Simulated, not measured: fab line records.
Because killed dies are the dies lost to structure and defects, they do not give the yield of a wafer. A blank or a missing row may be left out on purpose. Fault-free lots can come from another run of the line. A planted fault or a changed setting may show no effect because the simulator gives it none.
fab line records	flow nand-harc
[record] lots = 24	wafers = 72	last-day = 34
route steps=1302 shown A_CONTACT@1045
lots that met no fault: from a run of the same line without faults
start-h: start of the lot's first displayed wafer, in hours after the record's first day	wait-h: hours since the lot's step before	" the same as in the row above	L1.1+2: one row covering several wafers at once	- no value, or no start given	* or withheld: withheld	< > ~ a bound
route shown NAME@n: NAME is a module with steps in the file, n the number in the route of the first one	usual: average and standard deviation across the fault-free wafers	same: alike in all rows	chamber/n: place in a boat	sites: the reading at each site	_std_site: standard deviation of those values	_edge_site: outer sites' mean less inner sites'	radius-mm: for every site, how far away it sits from the centre of the wafer	mask NAME#n: copy n	behind: the tool/chamber that last shaped the wafer	hold: why the lot went on hold/how many hours it stayed there/how the hold came to an end	device: transistor that didn't switch, given as n, p or np	end of line: tests of these same wafers at the route's end	a step given without rows: its recipe and nothing more	killed: count of dies lost to structure and defects at first sort (not the wafer's yield)	map: a wafer's dies, marking killed ones x, the rest . and places with no die _
set.NAME: the setting that was run; set.NAME@STEP: the one run at that earlier step	model.NAME: the simulator's own value behind a step, which no gauge read
one table for each step of the route and one row for each wafer, over a sample of lots
services: when a tool's chamber went out of use (start-h, in hours from the record's first day, below 0 if earlier), for how many hours, and the reason
[[steps]]
[step NHARC_A_CONTACT_ETCH_77]
[recipe] target-depth-a = 1089	time-s = 54.5	cf4-flow-sccm = 100	chf3-flow-sccm = 30	ar-flow-sccm = 0	rf-w = 500	bias-w = 200	chemistry = CF4/CHF3
[usual] chamber-pressure-mTorr = 25.001/0.02	drypump-motor-current-A = 5.6/0.36	oes-product-au = 0.941/0.023	rf-vpp-V = 371/3	showerhead-plenum-p-Torr = 1.59/0.087	throttle-valve-pct = 16.803/0.0094
lot.wafer	tool	chamber	start-h	wait-h	chamber-pressure-mTorr	drypump-motor-current-A	oes-product-au	rf-hours-counter-h	rf-vpp-V	showerhead-plenum-p-Torr	throttle-valve-pct
L074.1	rie-diel-05	1	-	-	25.007	6.2	0.926	17	374	1.70	16.807
L074.3	"	3	"	"	25.010	5.4	0.933	17	370	1.54	16.796
L074.6	"	1	"	"	25.003	6.2	0.928	-	374	1.70	16.803
L075.2	rie-diel-04	1	-	-	24.994	5.4	0.922	41	370	1.55	16.812
L075.1	"	2	"	"	25.002	5.6	0.925	47	368	1.46	16.798
L075.5	"	2	"	"	25.020	5.6	0.918	-	368	1.46	16.810
L077.2	rie-diel-05	2	-	-	25.005	5.1	0.920	20	367	1.47	16.796
L077.3	"	0	"	"	25.002	6.0	0.915	22	375	1.69	16.796
L077.1	"	1	"	"	24.969	6.2	0.923	21	374	1.69	16.807
L076.2	rie-diel-13	1	-	-	25.004	5.8	0.939	1	367	1.48	16.804
L076.3	"	0	"	"	25.007	5.6	0.946	1	371	1.56	16.805
L076.5	"	2	"	"	25.011	5.2	0.979	-	373	1.62	16.794
L078.4	rie-diel-05	3	-	-	25.024	5.4	0.946	22	367	1.54	16.802
L078.2	"	2	"	"	25.022	5.2	0.944	22	369	1.47	16.814
L078.6	"	3	"	"	24.995	5.4	0.953	-	369	1.54	16.813
L079.3	rie-diel-05	3	-	-	25.015	5.4	0.949	24	371	1.54	16.802
L079.5	"	2	"	"	24.984	5.1	1.012	-	367	1.47	16.795
L079.6	"	3	"	"	25.009	5.4	0.961	-	369	1.54	16.822
L080.1	rie-diel-05	3	-	-	24.994	5.4	0.930	25	368	1.54	16.789
L080.3	"	2	"	"	24.984	5.1	0.933	25	365	1.47	16.802
L080.6	"	3	"	"	24.972	5.4	0.934	-	369	1.54	16.811
L083.4	rie-diel-04	2	-	-	24.979	5.6	0.946	13	375	1.70	16.788
L083.1	"	3	"	"	24.994	6.2	0.948	13	367	1.49	16.813
L083.3	"	0	"	"	24.956	5.7	0.983	10	373	1.65	16.798
L082.2	rie-diel-13	3	-	-	24.962	5.2	0.963	23	374	1.65	16.804
L082.4	"	1	"	"	24.985	5.8	0.947	21	367	1.47	16.794
L082.6	"	3	"	"	25.023	5.2	0.950	-	373	1.65	16.823
L081.2	rie-diel-04	2	-	-	25.052	5.6	0.943	14	375	1.70	16.791
L081.4	"	3	"	"	25.021	6.2	0.953	14	366	1.49	16.798
L081.5	"	2	"	"	25.004	5.6	0.947	-	375	1.70	16.808
L084.3	rie-diel-05	1	-	-	25.025	6.2	0.957	0	373	1.69	16.812
L084.6	"	3	"	"	25.046	5.4	0.989	-	369	1.53	16.810
L084.5	"	0	"	"	24.963	6.0	0.949	-	374	1.69	16.800
L086.1	rie-diel-13	3	-	-	24.972	5.2	0.922	32	373	1.65	16.807
L086.5	"	1	"	"	24.977	5.8	0.905	-	366	1.47	16.801
L086.6	"	2	"	"	24.972	5.2	0.942	-	372	1.61	16.809
L085.1	rie-diel-05	1	-	-	24.971	6.2	0.938	4	375	1.69	16.792
L085.5	"	0	"	"	25.009	6.0	0.930	-	374	1.69	16.808
L085.6	"	1	"	"	24.968	6.2	0.935	-	374	1.69	16.800
L087.3	rie-diel-04	2	-	-	24.980	5.6	0.911	27	376	1.69	16.800
L087.1	"	3	"	"	24.984	6.2	0.917	26	368	1.48	16.811
L087.6	"	1	"	"	25.006	5.4	0.899	-	371	1.54	16.810
L089.3	rie-diel-05	0	-	-	25.025	6.0	0.917	9	374	1.69	16.806
L089.5	"	3	"	"	24.978	5.4	0.921	-	369	1.53	16.786
L089.6	"	0	"	"	24.990	6.0	0.922	-	374	1.69	16.788
L088.4	rie-diel-05	2	-	-	24.964	5.1	0.915	10	368	1.47	16.810
L088.6	"	2	"	"	25.019	5.2	0.916	-	367	1.47	16.777
L088.5	"	3	"	"	25.000	5.4	0.927	-	369	1.53	16.805
L090.3	rie-diel-04	2	-	-	24.985	5.6	0.914	42	374	1.69	16.814
L090.2	"	0	"	"	24.994	5.7	0.959	35	373	1.64	16.813
L090.4	"	1	"	"	25.005	5.5	0.903	-	370	1.53	16.797
L091.3	rie-diel-13	1	-	-	25.019	5.8	0.912	52	366	1.46	16.817
L091.5	"	0	"	"	24.997	5.6	0.939	-	370	1.55	16.795
L091.6	"	1	"	"	25.034	5.8	0.914	-	368	1.47	16.792
L092.3	rie-diel-05	2	-	-	24.984	5.2	0.963	15	367	1.47	16.800
L092.6	"	3	"	"	25.001	5.4	0.951	-	370	1.53	16.802
L092.5	"	0	"	"	25.008	6.0	0.937	-	374	1.69	16.787
L093.1	rie-diel-05	0	-	-	25.042	6.0	0.928	19	374	1.69	16.801
L093.3	"	1	"	"	24.961	6.2	0.937	17	374	1.69	16.815
L093.6	"	2	"	"	25.011	5.2	0.928	-	367	1.47	16.804
L094.2	rie-diel-13	2	-	-	25.009	5.2	0.943	58	372	1.61	16.792
L094.4	"	3	"	"	25.023	5.2	0.943	56	374	1.64	16.805
L094.6	"	2	"	"	25.034	5.2	0.941	-	372	1.61	16.809
L095.2	rie-diel-13	0	-	-	24.994	5.6	0.970	3	370	1.55	16.790
L095.3	"	1	"	"	24.998	5.8	0.955	5	375	1.70	16.785
L095.5	"	0	"	"	25.024	5.6	0.972	-	370	1.55	16.816
L096.1	rie-diel-05	3	-	-	25.011	5.4	0.963	26	368	1.53	16.803
L096.2	"	0	"	"	25.019	6.0	0.961	24	374	1.69	16.803
L096.3	"	2	"	"	24.973	5.1	0.980	24	368	1.47	16.792
L097.2	rie-diel-04	2	-	-	25.022	5.6	0.953	6	374	1.68	16.794
L097.4	"	3	"	"	25.009	6.2	0.959	6	366	1.48	16.803
L097.6	"	1	"	"	25.017	5.4	0.948	-	371	1.53	16.813
[step NHARC_A_CONTACT_ETCH_125]
[recipe] source-w = withheld	pressure-mtorr = 20	bias-v = 3000	time-s = 197	target-depth-a = 19180	ar-flow-sccm = withheld	c4f8-flow-sccm = withheld	o2-flow-sccm = withheld	chemistry = C4F8/O2/Ar
[usual] chamber-pressure-mTorr = 19.997/0.016
lot.wafer	tool	chamber	start-h	wait-h	chamber-pressure-mTorr	rf-hours-counter-h
L075.2	har-cap-etch-03	1	515.68	0.2	19.995	45
L075.1	"	0	"	"	19.999	45
L075.5	"	1	"	"	20.007	-
L074.1	har-cap-etch-01	1	515.71	0.5	20.001	0
L074.3	"	1	"	"	19.989	-
L074.6	"	1	"	"	19.998	-
L077.2	har-cap-etch-02	0	530.70	0.2	20.035	88
L077.1	"	1	"	"	19.949	88
L077.3	"	1	"	"	20.007	-
L076.2	har-cap-etch-01	1	531.00	0.2	19.982	3
L076.3	"	1	"	"	19.983	-
L076.5	"	0	"	"	20.014	-
L078.2	har-cap-etch-03	0	542.38	0.2	19.975	52
L078.4	"	1	"	"	19.972	-
L078.6	"	0	"	"	19.976	-
L079.3	har-cap-etch-03	1	556.47	0.2	19.958	-
L079.6	"	0	"	"	20.042	-
L079.5	"	1	"	"	20.007	-
L080.1	har-cap-etch-03	1	572.37	0.2	20.013	56
L080.3	"	0	"	"	19.999	-
L080.6	"	1	"	"	19.996	-
L083.1	har-cap-etch-02	0	588.09	0.3	20.006	99
L083.4	"	1	"	"	20.004	-
L083.3	"	0	"	"	19.992	-
L082.2	har-cap-etch-03	1	588.90	0.2	19.987	60
L082.4	"	1	"	"	19.997	-
L082.6	"	1	"	"	19.995	-
L081.2	har-cap-etch-01	0	591.26	0.2	20.002	14
L081.4	"	1	"	"	20.019	-
L081.5	"	0	"	"	20.006	-
L084.3	har-cap-etch-03	0	595.52	0.2	20.025	-
L084.6	"	0	"	"	20.009	-
L084.5	"	1	"	"	19.994	-
L086.1	har-cap-etch-01	1	609.54	0.2	19.993	19
L086.6	"	1	"	"	19.997	-
L086.5	"	0	"	"	20.010	-
L085.1	har-cap-etch-03	0	614.48	0.2	20.015	66
L085.5	"	1	"	"	20.015	-
L085.6	"	0	"	"	20.008	-
L087.1	har-cap-etch-02	1	627.75	0.2	20.001	107
L087.3	"	0	"	"	19.995	-
L087.6	"	1	"	"	19.997	-
L089.3	har-cap-etch-01	0	642.19	0.2	19.986	-
L089.5	"	0	"	"	20.025	-
L089.6	"	1	"	"	20.001	-
L088.4	har-cap-etch-03	1	648.02	0.2	19.994	-
L088.5	"	0	"	"	19.971	-
L088.6	"	1	"	"	19.974	-
L090.2	har-cap-etch-01	0	668.54	0.2	20.004	28
L090.3	"	0	"	"	20.025	-
L090.4	"	1	"	"	20.010	-
L091.3	har-cap-etch-02	1	668.57	0.2	19.972	-
L091.6	"	1	"	"	20.001	-
L091.5	"	0	"	"	20.003	-
L092.3	har-cap-etch-03	0	681.27	0.2	19.989	-
L092.5	"	0	"	"	19.974	-
L092.6	"	1	"	"	20.002	-
L093.1	har-cap-etch-02	1	694.91	0.2	19.984	119
L093.3	"	0	"	"	20.006	-
L093.6	"	0	"	"	20.000	-
L094.2	har-cap-etch-01	0	696.28	0.2	19.985	34
L094.4	"	1	"	"	20.004	-
L094.6	"	1	"	"	19.996	-
L095.2	har-cap-etch-02	0	717.20	0.2	19.993	122
L095.3	"	1	"	"	20.005	-
L095.5	"	1	"	"	19.993	-
L096.2	har-cap-etch-01	1	723.45	0.2	19.990	38
L096.1	"	0	"	"	19.976	38
L096.3	"	0	"	"	20.007	-
L097.2	har-cap-etch-02	1	745.60	0.2	19.999	126
L097.4	"	0	"	"	19.997	-
L097.6	"	0	"	"	20.006	-
[step NHARC_A_CONTACT_ETCH_129]
[recipe] source-w = withheld	pressure-mtorr = 20	bias-v = 3000	time-s = 197	target-depth-a = 19180	ar-flow-sccm = withheld	c4f8-flow-sccm = withheld	o2-flow-sccm = withheld	chemistry = C4F8/O2/Ar
[usual] chamber-pressure-mTorr = 20.004/0.019
lot.wafer	tool	chamber	start-h	wait-h	chamber-pressure-mTorr	rf-hours-counter-h
L075.2	har-cap-etch-03	1	516.38	0.1	19.983	45
L075.1	"	0	"	"	20.013	45
L075.5	"	1	"	"	20.027	-
L074.1	har-cap-etch-01	1	516.42	0.1	19.954	1
L074.3	"	1	"	"	20.038	-
L074.6	"	1	"	"	20.010	-
L077.2	har-cap-etch-02	0	531.40	0.1	19.991	89
L077.1	"	1	"	"	20.010	89
L077.3	"	1	"	"	20.000	-
L076.2	har-cap-etch-01	1	531.71	0.1	19.987	4
L076.3	"	1	"	"	20.026	-
L076.5	"	0	"	"	19.981	-
L078.2	har-cap-etch-03	0	543.09	0.1	20.008	53
L078.4	"	1	"	"	19.994	-
L078.6	"	0	"	"	19.998	-
L079.3	har-cap-etch-03	1	557.18	0.1	20.002	-
L079.6	"	0	"	"	20.015	-
L079.5	"	1	"	"	20.019	-
L080.1	har-cap-etch-03	1	573.07	0.1	20.007	57
L080.3	"	0	"	"	20.012	-
L080.6	"	1	"	"	20.024	-
L083.1	har-cap-etch-02	0	589.35	0.3	19.989	100
L083.4	"	1	"	"	19.984	-
L083.3	"	0	"	"	19.999	-
L082.2	har-cap-etch-03	1	589.61	0.1	19.990	61
L082.4	"	1	"	"	20.022	-
L082.6	"	1	"	"	19.977	-
L081.2	har-cap-etch-01	0	591.97	0.1	19.963	14
L081.4	"	1	"	"	20.000	-
L081.5	"	0	"	"	19.971	-
L084.3	har-cap-etch-03	0	596.23	0.1	19.988	-
L084.6	"	0	"	"	20.035	-
L084.5	"	1	"	"	19.979	-
L086.1	har-cap-etch-01	1	610.25	0.1	19.996	20
L086.6	"	1	"	"	20.028	-
L086.5	"	0	"	"	19.972	-
L085.1	har-cap-etch-03	0	615.19	0.1	20.024	67
L085.5	"	1	"	"	20.005	-
L085.6	"	0	"	"	20.014	-
L087.1	har-cap-etch-02	1	628.46	0.1	20.007	108
L087.3	"	0	"	"	20.017	-
L087.6	"	1	"	"	20.010	-
L089.3	har-cap-etch-01	0	643.14	0.2	20.020	-
L089.5	"	0	"	"	19.999	-
L089.6	"	1	"	"	19.999	-
L088.4	har-cap-etch-03	1	648.72	0.1	19.989	-
L088.5	"	0	"	"	20.028	-
L088.6	"	1	"	"	20.037	-
L090.2	har-cap-etch-01	0	669.25	0.1	20.027	29
L090.3	"	0	"	"	19.988	-
L090.4	"	1	"	"	20.002	-
L091.3	har-cap-etch-02	1	669.27	0.1	20.001	-
L091.6	"	1	"	"	19.988	-
L091.5	"	0	"	"	20.040	-
L092.3	har-cap-etch-03	0	681.97	0.1	20.000	-
L092.5	"	0	"	"	19.989	-
L092.6	"	1	"	"	19.962	-
L093.1	har-cap-etch-02	1	695.61	0.1	20.041	120
L093.3	"	0	"	"	20.000	-
L093.6	"	0	"	"	19.980	-
L094.2	har-cap-etch-01	0	696.98	0.1	20.029	35
L094.4	"	1	"	"	20.029	-
L094.6	"	1	"	"	19.996	-
L095.2	har-cap-etch-02	0	717.90	0.1	20.004	123
L095.3	"	1	"	"	19.969	-
L095.5	"	1	"	"	20.013	-
L096.2	har-cap-etch-01	1	724.15	0.1	19.993	39
L096.1	"	0	"	"	19.980	39
L096.3	"	0	"	"	19.994	-
L097.2	har-cap-etch-02	1	746.31	0.1	20.021	127
L097.4	"	0	"	"	20.042	-
L097.6	"	0	"	"	20.036	-
[step NHARC_A_CONTACT_ETCH_133]
[recipe] source-w = withheld	pressure-mtorr = 20	bias-v = 400	time-s = 374	target-depth-a = 16100	ar-flow-sccm = withheld	c4f8-flow-sccm = 11.5	o2-flow-sccm = 7.2	chemistry = C4F8/O2/Ar
[usual] chamber-pressure-mTorr = 20.003/0.018
lot.wafer	tool	chamber	start-h	wait-h	chamber-pressure-mTorr	rf-hours-counter-h
L075.2	har-cap-etch-03	1	517.09	0.1	20.003	46
L075.1	"	0	"	"	19.992	46
L075.5	"	1	"	"	20.028	-
L074.1	har-cap-etch-01	1	517.13	0.1	20.025	1
L074.3	"	1	"	"	20.015	-
L074.6	"	1	"	"	19.993	-
L077.2	har-cap-etch-02	0	532.11	0.1	20.009	89
L077.1	"	1	"	"	20.002	89
L077.3	"	1	"	"	19.986	-
L076.2	har-cap-etch-01	1	532.41	0.1	20.000	5
L076.3	"	1	"	"	19.978	-
L076.5	"	0	"	"	19.987	-
L078.2	har-cap-etch-03	0	543.84	0.2	20.005	54
L078.4	"	1	"	"	19.988	-
L078.6	"	0	"	"	19.984	-
L079.3	har-cap-etch-03	1	558.01	0.3	20.001	-
L079.6	"	0	"	"	19.995	-
L079.5	"	1	"	"	20.012	-
L080.1	har-cap-etch-03	1	573.78	0.1	20.017	57
L080.3	"	0	"	"	19.996	-
L080.6	"	1	"	"	20.059	-
L082.2	har-cap-etch-03	1	590.32	0.1	19.966	61
L082.4	"	1	"	"	20.001	-
L082.6	"	1	"	"	20.012	-
L083.1	har-cap-etch-02	0	590.68	0.3	19.989	101
L083.4	"	1	"	"	20.004	-
L083.3	"	0	"	"	19.970	-
L081.2	har-cap-etch-01	0	592.72	0.2	19.998	15
L081.4	"	1	"	"	19.990	-
L081.5	"	0	"	"	19.996	-
L084.3	har-cap-etch-03	0	597.02	0.2	19.980	-
L084.6	"	0	"	"	20.027	-
L084.5	"	1	"	"	19.985	-
L086.1	har-cap-etch-01	1	610.95	0.1	20.001	20
L086.6	"	1	"	"	20.003	-
L086.5	"	0	"	"	19.984	-
L085.1	har-cap-etch-03	0	615.94	0.2	20.011	68
L085.5	"	1	"	"	19.994	-
L085.6	"	0	"	"	20.020	-
L087.1	har-cap-etch-02	1	629.20	0.2	20.003	108
L087.3	"	0	"	"	19.983	-
L087.6	"	1	"	"	19.994	-
L089.3	har-cap-etch-01	0	644.19	0.3	20.004	-
L089.5	"	0	"	"	20.008	-
L089.6	"	1	"	"	20.004	-
L088.4	har-cap-etch-03	1	649.55	0.3	20.002	-
L088.5	"	0	"	"	20.001	-
L088.6	"	1	"	"	19.964	-
L090.2	har-cap-etch-01	0	669.94	0.1	20.019	30
L090.3	"	0	"	"	19.992	-
L090.4	"	1	"	"	20.011	-
L091.3	har-cap-etch-02	1	670.06	0.2	19.995	-
L091.6	"	1	"	"	19.986	-
L091.5	"	0	"	"	20.033	-
L092.3	har-cap-etch-03	0	682.77	0.2	19.993	-
L092.5	"	0	"	"	20.013	-
L092.6	"	1	"	"	19.999	-
L093.1	har-cap-etch-02	1	696.32	0.1	20.007	121
L093.3	"	0	"	"	20.040	-
L093.6	"	0	"	"	19.997	-
L094.2	har-cap-etch-01	0	697.74	0.2	20.002	35
L094.4	"	1	"	"	19.971	-
L094.6	"	1	"	"	20.009	-
L095.2	har-cap-etch-02	0	718.60	0.1	20.016	124
L095.3	"	1	"	"	19.994	-
L095.5	"	1	"	"	19.981	-
L096.2	har-cap-etch-01	1	724.86	0.1	20.010	39
L096.1	"	0	"	"	20.018	39
L096.3	"	0	"	"	20.021	-
L097.2	har-cap-etch-02	1	747.02	0.1	20.002	128
L097.4	"	0	"	"	20.003	-
L097.6	"	0	"	"	20.035	-
[step NHARC_A_CONTACT_CD_MEAS_08]
[recipe] target-cd-nm = 200	landing-energy-ev = 500
[usual] cd-nm = 200.0/0.64
lot.wafer	tool	chamber	start-h	wait-h	cd-nm
L075.1	cd-sem-03	0	521.59	-	200.8
L075.2	"	0	"	"	200.4
L075.5	"	0	"	"	200.4
L074.1	cd-sem-02	0	521.80	-	199.0
L074.3	"	0	"	"	201.0
L074.6	"	0	"	"	200.9
L077.1	cd-sem-03	0	536.83	-	199.9
L077.2	"	0	"	"	199.6
L077.3	"	0	"	"	200.4
L076.2	cd-sem-01	0	538.68	-	200.8
L076.3	"	0	"	"	199.1
L076.5	"	0	"	"	200.0
L078.2	cd-sem-01	0	548.08	-	200.0
L078.4	"	0	"	"	199.4
L078.6	"	0	"	"	200.4
L079.3	cd-sem-01	0	565.00	-	199.8
L079.5	"	0	"	"	199.6
L079.6	"	0	"	"	200.6
L080.1	cd-sem-01	0	579.28	-	199.3
L080.3	"	0	"	"	199.0
L080.6	"	0	"	"	199.3
L082.2	cd-sem-01	0	595.59	-	200.3
L082.4	"	0	"	"	200.3
L082.6	"	0	"	"	201.0
L083.1	cd-sem-02	0	595.79	-	200.5
L083.3	"	0	"	"	200.2
L083.4	"	0	"	"	200.9
L081.2	cd-sem-02	0	597.64	-	199.8
L081.4	"	0	"	"	200.4
L081.5	"	0	"	"	200.4
L084.3	cd-sem-02	0	602.08	-	199.9
L084.5	"	0	"	"	199.2
L084.6	"	0	"	"	199.3
L086.1	cd-sem-01	0	620.43	-	199.7
L086.5	"	0	"	"	199.9
L086.6	"	0	"	"	200.0
L085.1	cd-sem-03	0	624.15	-	200.4
L085.5	"	0	"	"	199.6
L085.6	"	0	"	"	199.5
L087.1	cd-sem-01	0	633.67	-	201.0
L087.3	"	0	"	"	200.2
L087.6	"	0	"	"	200.1
L089.3	cd-sem-03	0	648.57	-	199.7
L089.5	"	0	"	"	200.9
L089.6	"	0	"	"	199.6
L088.4	cd-sem-03	0	655.90	-	200.4
L088.5	"	0	"	"	199.4
L088.6	"	0	"	"	200.0
L091.3	cd-sem-03	0	674.69	-	199.7
L091.5	"	0	"	"	199.8
L091.6	"	0	"	"	199.3
L090.2	cd-sem-03	0	675.86	-	200.2
L090.3	"	0	"	"	200.1
L090.4	"	0	"	"	199.9
L092.3	cd-sem-03	0	687.41	-	199.2
L092.5	"	0	"	"	200.1
L092.6	"	0	"	"	200.4
L093.1	cd-sem-01	0	700.77	-	199.3
L093.3	"	0	"	"	200.4
L093.6	"	0	"	"	200.0
L094.2	cd-sem-03	0	703.19	-	200.2
L094.4	"	0	"	"	200.4
L094.6	"	0	"	"	200.6
L095.2	cd-sem-03	0	723.06	-	199.3
L095.3	"	0	"	"	200.6
L095.5	"	0	"	"	199.8
L096.1	cd-sem-02	0	730.39	-	200.2
L096.2	"	0	"	"	199.1
L096.3	"	0	"	"	199.7
L097.2	cd-sem-01	0	753.53	-	199.7
L097.4	"	0	"	"	199.0
L097.6	"	0	"	"	199.3
[step NHARC_A_CONTACT_ETCH_89]
[recipe] target-depth-a = 2600	over-etch-frac = 0.3	time-s = 475.3	ion-energy-ev = 200	n2-flow-sccm = 150	h2-flow-sccm = 150	ar-flow-sccm = 0	rf-w = 400	bias-w = 150	chemistry = N2/H2
[usual] chamber-pressure-mTorr = 29.999/0.028	drypump-motor-current-A = 5.7/0.41	oes-product-au = 1.001/0.012	rf-vpp-V = 431/3.8	showerhead-plenum-p-Torr = 2.07/0.13	throttle-valve-pct = 14.172/0.0093
lot.wafer	tool	chamber	start-h	wait-h	chamber-pressure-mTorr	drypump-motor-current-A	oes-product-au	rf-hours-counter-h	rf-vpp-V	showerhead-plenum-p-Torr	throttle-valve-pct
L075.2	rie-diel-05	1	-	-	29.987	6.2	1.000	19	434	2.21	14.188
L075.1	"	2	"	"	30.019	5.2	1.008	17	428	1.90	14.181
L075.5	"	2	"	"	30.002	5.2	1.011	-	427	1.90	14.160
L074.3	rie-diel-05	2	-	-	30.048	5.1	1.005	18	426	1.90	14.176
L074.1	"	3	"	"	29.994	5.4	1.015	19	428	1.99	14.183
L074.6	"	2	"	"	30.032	5.1	1.006	-	426	1.90	14.164
L077.2	rie-diel-05	3	-	-	29.978	5.4	1.003	21	429	1.99	14.179
L077.3	"	0	"	"	30.050	6.0	0.995	24	437	2.21	14.175
L077.1	"	1	"	"	29.972	6.2	0.996	22	436	2.21	14.179
L076.2	rie-diel-05	1	-	-	29.936	6.2	0.993	23	436	2.21	14.164
L076.3	"	3	"	"	30.005	5.4	1.001	21	429	1.99	14.172
L076.5	"	0	"	"	30.006	6.0	0.984	-	435	2.21	14.166
L078.2	rie-diel-05	3	-	-	29.980	5.4	1.023	23	430	1.99	14.169
L078.4	"	1	"	"	30.006	6.2	1.004	25	434	2.21	14.179
L078.6	"	3	"	"	29.999	5.4	1.012	-	429	1.99	14.158
L079.3	rie-diel-04	2	-	-	30.030	5.6	0.996	5	435	2.22	14.161
L079.5	"	1	"	"	29.954	5.5	0.983	-	431	2.00	14.179
L079.6	"	2	"	"	29.961	5.6	0.990	-	435	2.22	14.168
L080.1	rie-diel-05	3	-	-	30.003	5.4	1.002	29	428	1.99	14.181
L080.3	"	0	"	"	29.967	6.0	0.996	30	435	2.21	14.182
L080.6	"	1	"	"	29.986	6.2	1.018	-	436	2.21	14.175
L082.2	rie-diel-05	2	-	-	29.989	5.1	0.990	1	426	1.89	14.172
L082.4	"	1	"	"	29.978	6.2	1.007	1	436	2.21	14.164
L082.6	"	2	"	"	30.034	5.1	0.995	-	426	1.90	14.166
L083.4	rie-diel-05	0	-	-	30.002	6.0	1.003	1	434	2.21	14.159
L083.1	"	1	"	"	29.963	6.2	1.006	1	436	2.21	14.177
L083.3	"	2	"	"	29.916	5.1	0.987	1	426	1.89	14.171
L081.2	rie-diel-04	3	-	-	29.996	6.2	1.005	20	427	1.92	14.190
L081.4	"	0	"	"	30.023	5.7	1.033	15	434	2.15	14.175
L081.5	"	2	"	"	29.957	5.6	0.993	-	434	2.21	14.177
L084.3	rie-diel-05	0	-	-	30.007	6.0	0.993	3	435	2.21	14.174
L084.5	"	0	"	"	30.016	6.0	0.999	-	435	2.21	14.170
L084.6	"	1	"	"	30.041	6.2	1.001	-	436	2.21	14.178
L086.1	rie-diel-04	0	-	-	30.031	5.7	1.031	20	435	2.15	14.167
L086.5	"	3	"	"	29.984	6.2	1.002	-	428	1.91	14.172
L086.6	"	0	"	"	29.967	5.7	1.023	-	434	2.15	14.166
L085.1	rie-diel-05	3	-	-	29.995	5.4	1.002	6	429	1.98	14.167
L085.5	"	0	"	"	29.973	6.0	0.999	-	436	2.21	14.166
L085.6	"	1	"	"	30.024	6.2	0.997	-	435	2.20	14.176
L087.1	rie-diel-05	3	-	-	29.981	5.4	1.009	8	430	1.98	14.177
L087.3	"	0	"	"	29.995	6.0	1.003	7	435	2.20	14.168
L087.6	"	2	"	"	30.021	5.1	0.996	-	426	1.89	14.172
L089.3	rie-diel-05	2	-	-	30.011	5.1	0.988	11	427	1.89	14.174
L089.6	"	0	"	"	30.008	6.0	1.001	-	434	2.20	14.190
L089.5	"	1	"	"	29.996	6.2	0.994	-	435	2.20	14.170
L088.4	rie-diel-05	1	-	-	29.975	6.2	1.005	11	435	2.20	14.182
L088.6	"	1	"	"	30.000	6.2	0.993	-	436	2.20	14.172
L088.5	"	2	"	"	29.993	5.2	0.995	-	427	1.89	14.163
L091.3	rie-diel-04	2	-	-	30.049	5.6	0.983	44	435	2.20	14.178
L091.6	"	0	"	"	29.979	5.7	1.035	-	433	2.14	14.195
L091.5	"	1	"	"	29.986	5.5	0.963	-	428	1.98	14.169
L090.4	rie-diel-05	2	-	-	30.024	5.2	0.997	14	427	1.89	14.153
L090.3	"	0	"	"	30.079	6.0	1.002	15	436	2.20	14.172
L090.2	"	1	"	"	29.983	6.2	1.005	13	434	2.20	14.164
L092.3	rie-diel-13	1	-	-	30.054	5.9	0.986	58	426	1.89	14.182
L092.6	"	1	"	"	30.026	5.9	0.988	-	426	1.88	14.185
L092.5	"	2	"	"	29.989	5.2	1.012	-	433	2.09	14.176
L093.3	rie-diel-05	1	-	-	29.993	6.2	0.999	18	436	2.20	14.172
L093.1	"	2	"	"	30.047	5.1	1.001	20	427	1.89	14.176
L093.6	"	1	"	"	30.001	6.2	1.006	-	436	2.20	14.151
L094.2	rie-diel-05	3	-	-	30.004	5.4	1.008	22	427	1.98	14.181
L094.4	"	0	"	"	30.003	6.0	0.995	20	435	2.20	14.159
L094.6	"	3	"	"	30.007	5.4	1.017	-	429	1.98	14.173
L095.2	rie-diel-05	2	-	-	29.990	5.1	0.995	25	425	1.89	14.163
L095.3	"	1	"	"	29.986	6.2	1.010	22	435	2.20	14.172
L095.5	"	2	"	"	29.950	5.1	0.995	-	428	1.89	14.178
L096.2	rie-diel-05	3	-	-	30.032	5.4	1.011	29	428	1.97	14.170
L096.3	"	0	"	"	29.972	6.0	0.999	26	435	2.20	14.173
L096.1	"	1	"	"	30.028	6.2	1.019	24	434	2.20	14.180
L097.2	rie-diel-05	1	-	-	30.032	6.2	1.004	26	436	2.20	14.171
L097.4	"	3	"	"	29.973	5.4	1.003	32	428	1.97	14.168
L097.6	"	1	"	"	30.028	6.2	0.997	-	435	2.20	14.162
[[services]]
tool	chamber	start-h	hours	kind
rie-diel-05	0	490.36	-	clean
rie-diel-05	1	490.36	-	clean
rie-diel-05	2	490.36	-	clean
rie-diel-05	3	490.36	-	clean
har-cap-etch-01	-	497.00	17.0	pm
rie-diel-05	0	515.29	-	clean
rie-diel-05	1	515.29	-	clean
rie-diel-05	2	515.29	-	clean
rie-diel-13	-	519.23	9.0	pm
rie-diel-05	3	527.51	9.3	repair
rie-diel-05	2	531.77	4.5	repair
rie-diel-04	-	534.14	9.0	pm
rie-diel-13	0	543.73	4.0	repair
rie-diel-05	2	551.06	3.3	repair
rie-diel-05	0	551.64	4.9	repair
rie-diel-05	-	584.45	9.0	pm
har-cap-etch-01	-	619.20	0.5	repair
rie-diel-13	0	650.82	5.1	repair
rie-diel-04	0	672.65	1.5	repair
rie-diel-04	0	690.96	3.1	repair
rie-diel-13	-	696.23	9.0	pm
rie-diel-04	-	714.39	9.0	pm
rie-diel-05	-	752.03	0.5	repair
har-cap-etch-02	-	754.00	17.0	pm
[[key]]
fault none
